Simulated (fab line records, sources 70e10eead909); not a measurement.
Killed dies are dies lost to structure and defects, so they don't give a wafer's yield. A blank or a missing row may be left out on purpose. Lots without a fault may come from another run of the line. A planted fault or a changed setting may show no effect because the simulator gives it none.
A struck lot beside a sound one | flow nand_harc | 15 steps out of a route of 1302
Sound: wafers L820.1, L820.2, L820.3. Struck: wafers L815.1, L815.2, L815.3. The cause comes at the end.
At each step with rows: each side's tool, then ch and its chambers, then its first start. Under that, the readings that differ: sound wafers | struck wafers | difference of the means | sigmas: that difference in standard deviations of wafers without a fault.
alike: readings whose means differ by less than 2 such deviations, and words and numbers that are the same on both sides. not compared: withheld readings, readings that some wafer has no value for, bounds like >300 that may hide the same value, and numbers for which the record gives no deviation and whose values overlap.
The two part at a step that has a row with sigmas, a row that says differs or no value, or rows on one side only. Numbers that don't overlap but have no deviation are shown without sigmas and don't part them. A reading that every wafer of one side lacks parts them only if that side has two wafers or more.

first, 4 steps without rows for these wafers: NHARC_A_DECK1_JOINT_CURE_26 (time 32 s); NHARC_A_DECK1_JOINT_ANNEAL_27 (time 3600 s); NHARC_A_DECK1_JOINT_ANNEAL_28 (time 1800 s); NHARC_A_DECK1_JOINT_ANNEAL_29 (time 1800 s).
NHARC_A_DECK1_JOINT_CMP_02: polishes SiOx.
  sound on cmp-01 ch 0,2,3, day 21 08:11; struck on cmp-01 ch 0,1,3, day 18 18:40
  alike: motor_current_A
then, 1 step without rows for these wafers: NHARC_A_DECK1_JOINT_SRD_15.
NHARC_A_DECK1_JOINT_DEP_16: deposits SiO2, target thk 45 nm.
  sound on pecvd-03 ch 0,1,2, day 21 08:34; struck on pecvd-04 ch 0,1,2, day 18 19:03
  alike: heater_power_w, throttle_valve_pct
NHARC_A_DECK1_JOINT_THK_MEAS_17: measures by ellipsometry.
  sound on film_metro-01, day 21 08:51; struck on film_metro-01, day 18 19:20
  reading     | sound          | struck         | difference | sigmas
  thk_nm (nm) | 46.6 46.4 45.9 | 42.9 42.9 45.4 | -2.6       | -2
NHARC_A_DECK1_JOINT_INSPECT_05:
  sound on defect_inspect-01, day 21 08:53; struck on defect_inspect-01, day 18 19:22
  alike: raw_defect_count
then, 1 step without rows for these wafers: NHARC_A_ONON_D2_DEP_00 (target thk 1000 nm).
NHARC_A_ONON_D2_THK_MEAS_02: measures by ellipsometry.
  sound on film_metro-01, day 21 09:28; struck on film_metro-02, day 18 19:57
  alike: thk_nm
NHARC_A_ONON_D2_DEP_03: target thk 1000 nm.
  sound on pecvd_onon-02 ch 0, day 21 09:31; struck on pecvd_onon-02 ch 0, day 18 20:01
NHARC_A_ONON_D2_THK_MEAS_05: measures by ellipsometry.
  sound on film_metro-02, day 21 10:02; struck on film_metro-02, day 18 20:31
  alike: thk_nm
then, 1 step without rows for these wafers: NHARC_A_ONON_D2_DEP_06 (target thk 1000 nm).
-- the record jumps here: 12 days lie between the struck wafers' starts before and after (it left off in module A_ONON_D2 and takes up again in module END, whose first step shown is number 1302 of the route) --
NHARC_END_SORT_01:
  sound on prober-01 ch 0, day 32 18:07; struck on prober-01 ch 0, day 30 12:22
  reading         | sound | struck   | difference | sigmas
  killed_at_array | 38    | 87 85 80 | +46        | +2
  killed_dies     | 42    | 91 87 81 | +44        | +2
  alike: killed_at_other, killed_at_periphery, killed_open, killed_short

WHERE THEY PART
First at NHARC_A_DECK1_JOINT_THK_MEAS_17; last, within this record, at NHARC_END_SORT_01.

WHY: what the simulator had put in
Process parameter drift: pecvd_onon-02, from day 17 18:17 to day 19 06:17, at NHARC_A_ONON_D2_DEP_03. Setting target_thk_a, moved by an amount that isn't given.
